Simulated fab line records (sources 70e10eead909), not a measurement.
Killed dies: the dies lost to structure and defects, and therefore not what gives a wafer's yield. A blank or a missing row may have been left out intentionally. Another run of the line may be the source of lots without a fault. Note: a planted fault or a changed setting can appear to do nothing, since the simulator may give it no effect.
fab line records | flow nand_harc
[record] lots = 24 wafers = 72 last_day = 33
route steps=1302 shown P_M1@316 P_M2@350 P_BONDPAD@365
lots untouched by any fault: they come from a run of this same line in which no faults occurred
start_h: start of the lot's first displayed wafer, in hours after the record's first day | wait_h: hours elapsed since this lot's preceding step | " the same as in the row above | L1.1+2: a single row standing in for several wafers | - no value, or no start was given | * or withheld: withheld | < > ~ a bound
route shown NAME@n: a module of which the file shows steps, and the number in the route of the first | usual: mean/standard deviation taken from wafers without a fault | same: alike in all rows | chamber/n: place in a boat | sites: the reading at each site | _std_site: the values' standard deviation | _edge_site: outer sites' mean less inner sites' | radius_mm: for every site, how far away it sits from the centre of the wafer | mask NAME#n: copy n | behind: the tool/chamber that last shaped the wafer | hold: what put the lot on hold/how long, in hours/how the hold closed | device: which transistor (n, p or np) failed to switch | end of line: tests of these same wafers at the route's end | for a step that has no rows: nothing shown but its recipe | killed: at the first sort, the dies lost to defects and structure; wafer yield is something else | map: the dies of a wafer, with x for killed, . for not killed, _ for no die there
set.NAME: the run value of the setting; set.NAME@STEP: its run value at that earlier step | model.NAME: the simulator's own value behind a step, which no gauge read
steps of the route over a sample of lots; a table a step, a row a wafer
services: when a tool's chamber went out of use (start_h, in hours from the record's first day, below 0 if earlier), for how many hours, and the reason
[[steps]]
[step NHARC_P_M1_PRE_CLEAN_32]
[recipe] time_s = 12 temp_c = 370 rf_power_w = 300 gas = NH3
[usual] heater_power_w = 654/84 rf_fwd_power_W = 292.4/1
// columns lot.wafer tool chamber start_h wait_h heater_power_w rf_fwd_power_W
L074.2 pecvd-02 0 124.33 0.1 570 291.8
L074.5 " 0 " " 572 292.2
L074.6 " 2 " " 655 293.6
L075.1 pecvd-02 1 139.63 0.3 706 292.1
L075.3 " 0 " " 668 290.3
L075.5 " 2 " " 542 292.8
L076.2 pecvd-01 1 143.54 0.1 650 293.9
L076.4 " 2 " " 665 293.2
L076.5 " 0 " " 639 292.8
L077.2 pecvd-04 2 157.88 0.1 555 291.1
L077.3 " 2 " " 542 292.8
L077.6 " 2 " " 550 292.5
L078.1 pecvd-02 0 167.16 0.1 547 292.3
L078.2 " 1 " " 739 291.6
L078.3 " 1 " " 745 291.5
L079.2 pecvd-02 0 185.54 0.1 632 292.1
L079.6 " 0 " " 638 292.6
L079.4 " 1 " " 700 293.7
L080.1 pecvd-02 0 188.70 0.1 596 293.7
L080.4 " 1 " " 725 294.6
L080.6 " 0 " " 594 293.0
L081.1 pecvd-01 2 206.56 0.1 636 291.6
L081.4 " 1 " " 680 292.9
L081.6 " 2 " " 661 291.1
L082.2 pecvd-04 1 207.42 0.1 794 292.0
L082.3 " 1 " " 799 291.5
L082.5 " 1 " " 815 292.2
L083.1 pecvd-04 1 213.22 0.1 790 292.3
L083.2 " 2 " " 580 294.4
L083.3 " 2 " " 586 292.5
L084.3 pecvd-01 1 232.26 0.1 711 291.4
L084.5 " 0 " " 628 293.2
L084.4 " 1 " " 725 293.7
L085.1 pecvd-04 2 238.26 1.2 589 292.4
L085.2 " 1 " " 658 291.6
L085.6 " 2 " " 610 292.6
L086.2 pecvd-02 2 245.00 0.2 643 292.2
L086.3 " 0 " " 571 292.8
L086.5 " 2 " " 626 291.5
L087.3 pecvd-02 2 273.22 0.1 599 293.7
L087.5 " 0 " " 548 290.5
L087.6 " 1 " " 793 292.6
L089.2 pecvd-02 0 274.40 0.1 503 292.2
L089.3 " 2 " " 647 292.8
L089.5 " 0 " " 496 293.0
L088.1 pecvd-02 1 275.59 0.1 755 291.5
L088.5 " 1 " " 728 291.1
L088.4 " 2 " " 637 295.3
L090.2 pecvd-01 1 294.95 0.1 697 291.3
L090.3 " 2 " " 746 291.6
L090.6 " 0 " " 635 291.5
L091.2 pecvd-02 0 297.18 0.2 611 293.2
L091.4 " 0 " " 596 293.5
L091.5 " 1 " " 785 292.1
L092.2 pecvd-04 2 313.10 0.1 650 292.4
L092.6 " 1 " " 796 291.8
L092.5 " 2 " " 660 290.6
L093.1 pecvd-04 2 317.86 0.1 564 291.3
L093.2 " 1 " " 731 293.0
L093.4 " 2 " " 572 290.4
L094.2 pecvd-01 2 328.17 0.1 639 293.6
L094.4 " 0 " " 563 291.1
L094.5 " 2 " " 627 293.4
L095.2 pecvd-02 0 337.36 0.1 551 291.3
L095.3 " 1 " " 773 292.3
L095.6 " 2 " " 567 290.5
L096.2 pecvd-02 0 347.14 0.1 579 293.1
L096.3 " 1 " " 788 293.0
L096.5 " 0 " " 565 294.1
L097.3 pecvd-02 0 359.21 0.1 570 293.0
L097.5 " 2 " " 608 294.8
L097.6 " 1 " " 743 291.9
[step NHARC_P_M2_DEP_33]
[recipe] target_thk_a = 300 temp_c = 370 target_thk_nm = 30 pressure_torr = 3 flow_sccm = 200 rf_w = 450 material = SiCN
[usual] heater_power_w = 607/79 rf_fwd_power_W = 449.2/1.6
// columns lot.wafer tool chamber start_h wait_h heater_power_w rf_fwd_power_W
L074.2 pecvd-04 2 128.59 0.1 560 446.7
L074.5 " 2 " " 577 449.8
L074.6 " 0 " " 664 450.3
L075.1 pecvd-02 2 143.99 0.1 491 447.2
L075.3 " 0 " " 552 448.3
L075.5 " 1 " " 617 450.1
L076.2 pecvd-04 1 147.75 0.1 755 450.0
L076.4 " 2 " " 545 449.6
L076.5 " 0 " " 693 447.2
L077.2 pecvd-04 2 162.45 0.1 544 450.0
L077.3 " 2 " " 546 448.8
L077.6 " 1 " " 661 449.9
L078.1 pecvd-02 1 171.72 0.1 693 451.4
L078.2 " 0 " " 563 448.4
L078.3 " 1 " " 685 450.1
L079.2 pecvd-04 2 189.83 0.1 543 448.1
L079.4 " 1 " " 737 448.5
L079.6 " 2 " " 540 447.8
L080.1 pecvd-01 2 192.86 0.1 677 450.9
L080.4 " 0 " " 583 450.5
L080.6 " 1 " " 570 448.3
L081.1 pecvd-02 0 210.74 0.1 574 448.4
L081.4 " 1 " " 611 451.8
L081.6 " 0 " " 557 450.6
L082.3 pecvd-02 0 211.81 0.1 560 448.2
L082.2 " 2 " " 543 446.8
L082.5 " 1 " " 725 446.7
L083.2 pecvd-01 2 217.49 0.1 624 450.2
L083.1 " 0 " " 563 450.1
L083.3 " 1 " " 653 446.3
L084.3 pecvd-04 1 236.82 0.2 717 450.4
L084.4 " 2 " " 533 449.0
L084.5 " 2 " " 540 447.8
L085.1 pecvd-02 2 242.66 0.1 590 449.2
L085.2 " 0 " " 451 449.9
L085.6 " 0 " " 457 451.3
L086.2 pecvd-04 2 249.48 0.1 572 448.4
L086.3 " 1 " " 623 450.0
L086.5 " 1 " " 615 448.0
L087.3 pecvd-02 2 277.44 0.1 555 449.8
L087.6 " 2 " " 580 446.7
L087.5 " 1 " " 742 449.4
L089.2 pecvd-02 0 278.53 0.1 474 451.5
L089.3 " 1 " " 700 447.1
L089.5 " 0 " " 493 448.2
L088.1 pecvd-02 1 280.29 0.1 737 447.5
L088.5 " 0 " " 537 451.5
L088.4 " 1 " " 730 449.4
L090.3 pecvd-02 1 299.16 0.1 693 450.3
L090.2 " 2 " " 582 445.3
L090.6 " 2 " " 581 446.6
L091.2 pecvd-01 0 301.49 0.1 537 451.6
L091.4 " 1 " " 676 449.6
L091.5 " 0 " " 524 449.6
L092.2 pecvd-04 2 317.52 0.1 527 449.0
L092.5 " 1 " " 701 448.6
L092.6 " 0 " " 619 450.3
L093.1 pecvd-04 0 322.06 0.1 623 449.6
L093.2 " 2 " " 551 449.5
L093.4 " 0 " " 615 452.1
L094.2 pecvd-04 0 332.42 0.1 539 448.0
L094.4 " 1 " " 666 446.7
L094.5 " 0 " " 549 449.1
L095.2 pecvd-04 0 341.81 0.1 574 448.4
L095.3 " 0 " " 575 448.7
L095.6 " 0 " " 573 450.3
L096.2 pecvd-02 0 351.57 0.1 454 451.8
L096.3 " 1 " " 725 444.7
L096.5 " 2 " " 579 450.0
L097.3 pecvd-02 0 363.35 0.1 525 449.4
L097.5 " 2 " " 526 450.3
L097.6 " 1 " " 667 448.8
[step NHARC_P_BONDPAD_OVL_MEAS_38]
[usual] overlay_x_nm = 1/6.5 overlay_y_nm = 1/6.8
// columns lot.wafer tool chamber start_h wait_h overlay_x_nm overlay_y_nm
L074.2 overlay-02 - 130.24 - 5 -2
L074.5 " - " " 5 -2
L074.6 " - " " 5 -2
L075.1 overlay-01 - 145.67 - 10 9
L075.3 " - " " 10 9
L075.5 " - " " 10 9
L076.2 overlay-02 - 149.45 - -2 7
L076.4 " - " " -2 7
L076.5 " - " " -2 7
L077.2 overlay-02 - 164.11 - -4 -3
L077.3 " - " " -4 -4
L077.6 " - " " -4 -3
L078.1 overlay-02 - 173.58 - 4 -2
L078.2 " - " " 5 -1
L078.3 " - " " 5 -1
L079.2 overlay-01 - 191.70 - -4 -12
L079.4 " - " " -4 -12
L079.6 " - " " -4 -12
L080.1 overlay-02 - 194.37 - 0 1
L080.4 " - " " -1 1
L080.6 " - " " 0 1
L081.1 overlay-01 - 212.38 - 6 1
L081.4 " - " " 7 0
L081.6 " - " " 6 0
L082.2 overlay-02 - 213.53 - -2 -11
L082.3 " - " " -2 -11
L082.5 " - " " -2 -11
L083.1 overlay-02 - 219.35 - 8 -3
L083.2 " - " " 8 -3
L083.3 " - " " 8 -3
L084.3 overlay-02 - 239.15 - 9 8
L084.4 " - " " 9 8
L084.5 " - " " 9 8
L085.1 overlay-02 - 244.39 - 1 1
L085.2 " - " " 1 1
L085.6 " - " " 1 1
L086.2 overlay-01 - 251.15 - -7 1
L086.3 " - " " -6 1
L086.5 " - " " -6 1
L087.3 overlay-02 - 279.14 - 8 1
L087.5 " - " " 9 1
L087.6 " - " " 9 1
L089.2 overlay-01 - 280.06 - 6 3
L089.3 " - " " 6 2
L089.5 " - " " 6 3
L088.1 overlay-02 - 281.96 - 0 12
L088.4 " - " " 1 12
L088.5 " - " " 0 12
L090.2 overlay-02 - 300.88 - -8 6
L090.3 " - " " -8 6
L090.6 " - " " -8 6
L091.2 overlay-01 - 303.13 - 7 -17
L091.4 " - " " 6 -17
L091.5 " - " " 6 -17
L092.2 overlay-01 - 319.07 - -5 1
L092.5 " - " " -5 1
L092.6 " - " " -5 1
L093.1 overlay-01 - 323.91 - 2 6
L093.2 " - " " 3 6
L093.4 " - " " 3 6
L094.2 overlay-01 - 334.08 - -14 11
L094.4 " - " " -14 10
L094.5 " - " " -14 11
L095.2 overlay-01 - 343.61 - 11 2
L095.3 " - " " 11 2
L095.6 " - " " 11 2
L096.2 overlay-02 - 353.13 - 7 4
L096.3 " - " " 6 4
L096.5 " - " " 6 4
L097.3 overlay-01 - 365.03 - -7 3
L097.5 " - " " -7 3
L097.6 " - " " -8 3
[step NHARC_P_BONDPAD_DESCUM_11]
[recipe] time_s = 3 o2_flow_sccm = 200 ar_flow_sccm = 0 bias_power_w = 0 chemistry = O2
[usual] drypump_motor_current_A = 5.5/0.39 mfc_ar_sccm = 0.010/0.012 oes_product_au = 0.998/0.012 rf_vpp_V = 57.9/0.87 showerhead_plenum_p_Torr = 1.95/0.094 throttle_valve_pct = 11.309/0.0085
// columns lot.wafer tool chamber start_h wait_h drypump_motor_current_A mfc_ar_sccm oes_product_au rf_hours_counter_h rf_vpp_V showerhead_plenum_p_Torr throttle_valve_pct
L074.2 rie_diel-09 0 130.38 - 5.9 0 0.989 7.4 57.7 1.83 11.317
L074.5 " 2 " " 5.5 0 0.989 - 56.1 1.78 11.300
L074.6 " 3 " " 6.5 0.023 0.987 - 57.4 1.99 11.307
L075.3 rie_diel-10 0 145.84 - 5.7 0.022 0.980 1.7 58.9 2.03 11.307
L075.1 " 1 " " 5.5 0.016 0.994 1.6 57.5 2.04 11.304
L075.5 " 2 " " 5.0 0 0.982 - 57.8 1.94 11.307
L076.4 rie_diel-08 3 149.58 - 4.9 0.000 1.006 6.1 56.6 1.89 11.311
L076.2 " 1 " " 5.8 0.029 1.008 6.1 57.2 2.06 11.308
L076.5 " 2 " " 5.5 0 1.002 - 59.7 2.06 11.328
L077.3 rie_diel-10 2 164.25 - 5.0 0 0.992 2.0 59.1 1.94 11.305
L077.2 " 3 " " 5.6 0 1.011 2.0 57.5 1.82 11.289
L077.6 " 1 " " 5.5 0.016 1.001 - 58.1 2.04 11.308
L078.3 rie_diel-10 1 173.70 - 5.5 0.016 1.001 2.0 58.9 2.04 11.304
L078.2 " 3 " " 5.6 0 1.004 2.1 56.5 1.82 11.331
L078.1 " 0 " " 5.7 0.022 0.977 2.0 58.5 2.03 11.311
L079.2 rie_diel-10 1 191.84 - 5.5 0.016 0.998 2.8 57.5 2.04 11.306
L079.4 " 2 " " 5.0 0 0.996 2.7 58.3 1.94 11.303
L079.6 " 0 " " 5.7 0.022 0.980 - 57.6 2.03 11.305
L080.1 rie_diel-09 2 194.51 - 5.5 0 0.995 3.5 57.2 1.78 11.310
L080.6 " 0 " " 6.0 0 0.997 - 55.8 1.83 11.312
L080.4 " 2 " " 5.5 0 0.981 - 57.2 1.78 11.311
L081.1 rie_diel-10 2 212.52 - 5.0 0 0.989 3.5 57.2 1.94 11.320
L081.4 " 3 " " 5.6 0 1.009 3.5 56.4 1.82 11.306
L081.6 " 1 " " 5.5 0.016 0.996 - 58.2 2.04 11.309
L082.2 rie_diel-09 0 213.66 - 5.9 0 0.987 4.7 57.2 1.83 11.318
L082.3 " 2 " " 5.5 0 0.986 6.0 58.5 1.78 11.319
L082.5 " 3 " " 6.5 0.023 0.996 - 57.7 1.98 11.326
L083.2 rie_diel-10 3 219.47 - 5.6 0 1.012 3.8 56.9 1.82 11.330
L083.1 " 1 " " 5.5 0.016 1.003 3.8 58.1 2.04 11.320
L083.3 " 2 " " 5.0 0 0.995 3.8 58.6 1.94 11.306
L084.4 rie_diel-10 0 239.28 - 5.7 0.022 0.999 4.0 58.4 2.03 11.306
L084.3 " 1 " " 5.5 0.016 1.015 4.1 58.2 2.04 11.302
L084.5 " 0 " " 5.7 0.022 0.996 - 58.6 2.03 11.320
L085.1 rie_diel-09 3 244.52 - 6.6 0.023 0.987 7.5 58.3 1.98 11.303
L085.2 " 1 " " 5.2 0 0.992 5.9 59.1 1.96 11.316
L085.6 " 3 " " 6.6 0.023 0.979 - 58.0 1.98 11.293
L086.3 rie_diel-08 3 251.27 - 5.0 0.000 1.016 2.1 56.8 1.89 11.309
L086.2 " 2 " " 5.5 0 1.013 2.2 58.1 2.05 11.300
L086.5 " 3 " " 4.9 0.000 0.991 - 56.4 1.89 11.302
L087.3 rie_diel-10 0 279.28 - 5.7 0.022 0.976 0.3 59.7 2.03 11.314
L087.5 " 2 " " 5.0 0 0.981 - 57.8 1.94 11.310
L087.6 " 3 " " 5.6 0 1.009 - 57.7 1.82 11.299
L089.2 rie_diel-10 0 280.20 - 5.7 0.022 0.992 0.4 58.3 2.03 11.307
L089.3 " 1 " " 5.5 0.016 1.010 0.4 58.0 2.04 11.306
L089.5 " 2 " " 5.0 0 0.989 - 57.5 1.94 11.299
L088.1 rie_diel-10 2 282.08 - 5.0 0 0.981 0.5 58.7 1.94 11.311
L088.4 " 2 " " 5.0 0 0.978 - 57.4 1.94 11.304
L088.5 " 1 " " 5.5 0.016 1.000 - 57.4 2.04 11.308
L090.3 rie_diel-10 1 301.02 - 5.5 0.016 1.012 1.3 59.3 2.04 11.299
L090.2 " 2 " " 5.0 0 1.000 1.3 57.9 1.94 11.295
L090.6 " 0 " " 5.7 0.022 0.986 - 58.9 2.03 11.313
L091.2 rie_diel-10 1 303.28 - 5.5 0.016 1.017 1.9 57.3 2.04 11.317
L091.4 " 2 " " 5.0 0 0.994 - 56.2 1.94 11.312
L091.5 " 0 " " 5.7 0.022 0.986 - 58.7 2.03 11.302
L092.2 rie_diel-08 0 319.21 - 5.5 0.037 1.015 6.5 56.4 1.84 11.292
L092.5 " 2 " " 5.5 0 1.021 - 58.5 2.05 11.300
L092.6 " 3 " " 4.9 0.000 1.002 - 58.1 1.89 11.298
L093.4 rie_diel-08 3 324.04 - 5.0 0.000 1.005 6.7 57.9 1.89 11.324
L093.2 " 0 " " 5.5 0.037 1.002 6.8 57.2 1.84 11.318
L093.1 " 2 " " 5.5 0 1.023 6.7 59.2 2.05 11.305
L094.2 rie_diel-09 2 334.21 - 5.6 0 0.998 0 56.9 1.78 11.309
L094.4 " 0 " " 5.9 0 1.003 0 58.1 1.82 11.323
L094.5 " 1 " " 5.2 0 0.993 - 57.9 1.96 11.310
L095.3 rie_diel-08 2 343.73 - 5.5 0 1.018 7.0 59.2 2.05 11.303
L095.2 " 3 " " 5.0 0.000 1.008 7.0 58.5 1.89 11.314
L095.6 " 3 " " 5.0 0.000 1.005 - 57.6 1.89 11.307
L096.3 rie_diel-10 2 353.26 - 5.0 0 0.987 3.5 58.8 1.94 11.323
L096.2 " 0 " " 5.7 0.022 0.985 3.4 57.1 2.03 11.332
L096.5 " 1 " " 5.5 0.016 1.017 - 57.4 2.04 11.316
L097.3 rie_diel-08 0 365.17 - 5.5 0.037 1.007 9.1 56.9 1.84 11.314
L097.5 " 1 " " 5.8 0.029 0.998 - 58.2 2.06 11.310
L097.6 " 2 " " 5.5 0 1.018 - 57.7 2.05 11.324
[step NHARC_P_BONDPAD_DEGAS_25]
[recipe] temp_c = 300 time_s = 60
[usual] heater_power_w = 441/29
// columns lot.wafer tool chamber start_h wait_h heater_power_w
L074.2 pvd_sputter-03 - 131.30 - 478
L074.5 " - " " 487
L074.6 " - " " 469
L075.1 pvd_sputter-02 - 146.76 - 459
L075.3 " - " " 511
L075.5 " - " " 420
L076.2 pvd_sputter-03 - 150.57 - 391
L076.4 " - " " 482
L076.5 " - " " 484
L077.2 pvd_sputter-01 - 165.18 - 439
L077.3 " - " " 423
L077.6 " - " " 446
L078.1 pvd_sputter-01 - 174.64 - 426
L078.2 " - " " 438
L078.3 " - " " 425
L079.4 pvd_sputter-03 - 192.76 - 398
L079.2 " - " " 442
L079.6 " - " " 414
L080.1 pvd_sputter-02 - 195.49 - 516
L080.4 " - " " 458
L080.6 " - " " 419
L081.1 pvd_sputter-01 - 213.44 - 439
L081.4 " - " " 429
L081.6 " - " " 426
L082.3 pvd_sputter-01 - 214.59 - 438
L082.2 " - " " 442
L082.5 " - " " 433
L083.2 pvd_sputter-01 - 220.41 - 442
L083.1 " - " " 446
L083.3 " - " " 429
L084.4 pvd_sputter-02 - 240.21 - 421
L084.3 " - " " 519
L084.5 " - " " 506
L085.1 pvd_sputter-01 - 245.46 - 477
L085.2 " - " " 458
L085.6 " - " " 425
L086.2 pvd_sputter-02 - 252.21 - 415
L086.3 " - " " 515
L086.5 " - " " 420
L087.3 pvd_sputter-02 - 280.21 - 448
L087.5 " - " " 440
L087.6 " - " " 531
L089.2 pvd_sputter-03 - 281.13 - 486
L089.3 " - " " 430
L089.5 " - " " 470
L088.1 pvd_sputter-03 - 283.07 - 436
L088.4 " - " " 477
L088.5 " - " " 396
L090.3 pvd_sputter-01 - 302.04 - 423
L090.2 " - " " 465
L090.6 " - " " 426
L091.2 pvd_sputter-01 - 304.24 - 452
L091.4 " - " " 418
L091.5 " - " " 454
L092.2 pvd_sputter-01 - 320.15 - 428
L092.5 " - " " 466
L092.6 " - " " 451
L093.2 pvd_sputter-03 - 325.09 - 393
L093.1 " - " " 453
L093.4 " - " " 421
L094.2 pvd_sputter-03 - 335.15 - 444
L094.4 " - " " 397
L094.5 " - " " 435
L095.2 pvd_sputter-03 - 344.68 - 392
L095.3 " - " " 478
L095.6 " - " " 402
L096.2 pvd_sputter-01 - 354.19 - 427
L096.3 " - " " 414
L096.5 " - " " 430
L097.3 pvd_sputter-01 - 366.11 - 459
L097.6 " - " " 457
L097.5 " - " " 413
[step NHARC_P_BONDPAD_INSPECT_23]
[usual] raw_defect_count = 340/130
// columns lot.wafer tool chamber start_h wait_h raw_defect_count
L074.2 defect_inspect-01 - 133.00 0.0 302
L074.5 " - " " 349
L074.6 " - " " 302
L075.1 defect_inspect-01 - 148.38 0.0 248
L075.3 " - " " 317
L075.5 " - " " 281
L076.2 defect_inspect-01 - 152.21 0.1 287
L076.4 " - " " 216
L076.5 " - " " 309
L077.2 defect_inspect-02 - 166.81 0.0 227
L077.3 " - " " 369
L077.6 " - " " 330
L078.1 defect_inspect-02 - 176.25 0.1 262
L078.2 " - " " 590
L078.3 " - " " 461
L079.2 defect_inspect-02 - 194.39 0.0 312
L079.4 " - " " 267
L079.6 " - " " 278
L080.1 defect_inspect-01 - 197.13 0.0 193
L080.4 " - " " 258
L080.6 " - " " 348
L081.1 defect_inspect-02 - 215.06 0.0 287
L081.4 " - " " 372
L081.6 " - " " 347
L082.2 defect_inspect-01 - 216.22 0.0 279
L082.3 " - " " 271
L082.5 " - " " 345
L083.1 defect_inspect-02 - 222.02 0.0 249
L083.2 " - " " 304
L083.3 " - " " 311
L084.3 defect_inspect-01 - 241.84 0.0 421
L084.4 " - " " 462
L084.5 " - " " 451
L085.1 defect_inspect-02 - 247.40 0.1 269
L085.2 " - " " 252
L085.6 " - " " 406
L086.2 defect_inspect-01 - 254.15 0.0 409
L086.3 " - " " 290
L086.5 " - " " 287
L087.3 defect_inspect-01 - 281.82 0.0 505
L087.5 " - " " 212
L087.6 " - " " 181
L089.2 defect_inspect-01 - 282.73 0.0 412
L089.3 " - " " 246
L089.5 " - " " 753
L088.1 defect_inspect-02 - 284.70 0.0 511
L088.4 " - " " 369
L088.5 " - " " 368
L090.2 defect_inspect-02 - 303.70 0.0 271
L090.3 " - " " 531
L090.6 " - " " 214
L091.2 defect_inspect-01 - 305.95 0.0 274
L091.4 " - " " 436
L091.5 " - " " 329
L092.2 defect_inspect-02 - 321.76 0.0 318
L092.5 " - " " 468
L092.6 " - " " 402
L093.1 defect_inspect-02 - 326.69 0.0 355
L093.2 " - " " 167
L093.4 " - " " 161
L094.2 defect_inspect-01 - 336.78 0.0 425
L094.4 " - " " 691
L094.5 " - " " 539
L095.2 defect_inspect-02 - 346.28 0.0 242
L095.3 " - " " 245
L095.6 " - " " 246
L096.2 defect_inspect-01 - 355.80 0.0 357
L096.3 " - " " 298
L096.5 " - " " 259
L097.3 defect_inspect-02 - 367.76 0.0 287
L097.5 " - " " 469
L097.6 " - " " 275
[[services]]
// columns tool chamber start_h hours kind
pvd_sputter-02 - 104.04 10.0 pm
rie_diel-09 2 104.65 1.5 repair
pecvd-02 2 105.35 5.0 repair
pecvd-02 0 109.69 1.8 repair
pecvd-01 - 130.16 13.0 pm
rie_diel-09 - 143.10 9.0 pm
pecvd-04 0 152.83 132.2 repair
pecvd-02 2 166.95 6.4 repair
pvd_sputter-03 - 170.00 10.0 pm
rie_diel-08 - 191.12 9.0 pm
pvd_sputter-03 - 203.14 1.0 repair
pvd_sputter-01 - 226.00 10.0 pm
pecvd-02 - 227.33 13.0 pm
rie_diel-10 - 242.51 9.0 pm
pecvd-04 - 269.41 13.0 pm
rie_diel-10 3 281.25 22.6 repair
pvd_sputter-01 - 295.80 4.4 repair
rie_diel-10 3 305.16 6.3 repair
pecvd-01 - 311.16 13.0 pm
rie_diel-08 - 328.04 0.8 repair
pecvd-04 2 331.74 12.7 repair
pvd_sputter-03 - 348.00 10.0 pm
rie_diel-08 1 350.06 6.4 repair
rie_diel-10 - 358.49 0.1 repair
[[key]]
fault none
